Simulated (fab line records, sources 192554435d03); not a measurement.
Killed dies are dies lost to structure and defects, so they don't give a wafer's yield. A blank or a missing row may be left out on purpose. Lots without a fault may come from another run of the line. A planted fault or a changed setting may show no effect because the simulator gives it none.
Chamber matching | flow n5_finfet | N5_BEOL_M7_ETCH_66 on rie_diel-05: 4 sister chambers
The step etches SOC in N2/H2, target depth 80 nm, overetch 16 nm, time 120 s. 4 wafers are shown with their chamber, then 8 later ones without.

WAFERS WITH THEIR CHAMBER
wafer  | chamber | showerhead_plenum_p_Torr (Torr)
L084.3 | 2       | 2.42
L086.2 | 3       | 2.44
L086.4 | 0       | 2.47
L091.4 | 1       | 2.50

WAFERS WITHOUT THEIR CHAMBER
wafer  | showerhead_plenum_p_Torr (Torr)
L091.5 | 2.50
L091.6 | 2.41
L092.1 | 2.46
L092.4 | 2.43
L092.6 | 2.50
L097.1 | 2.50
L097.4 | 2.46
L097.5 | 2.50

WHICH CHAMBER EACH WENT THROUGH
wafer  | from the rows above     | in truth
L091.5 | 1                       | 1
L091.6 | 2                       | 2
L092.1 | can't be placed: 0 or 3 | 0
L092.4 | can't be placed: 3 or 2 | 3
L092.6 | 1                       | 1
L097.1 | 1                       | 1
L097.4 | can't be placed: 0 or 3 | 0
L097.5 | 1                       | 1
Placed correctly: 5 of 8. Can't be placed from these rows: 3 (the true chamber is among the candidates in 3). Placed wrongly: 0.
How it was worked out, from the rows above alone: a wafer's distance from a chamber is the root of the sum, over the readings, of the square of ((its reading less the chamber's mean) divided by the reading's scatter). The wafer belongs to the nearest chamber; if the next one is less than 2 further off, it can't be placed. A chamber's mean is the mean of its shown wafers. The scatter: with one shown wafer a chamber, the root of the mean of the squares of how far each hidden wafer lies from its nearest shown one.
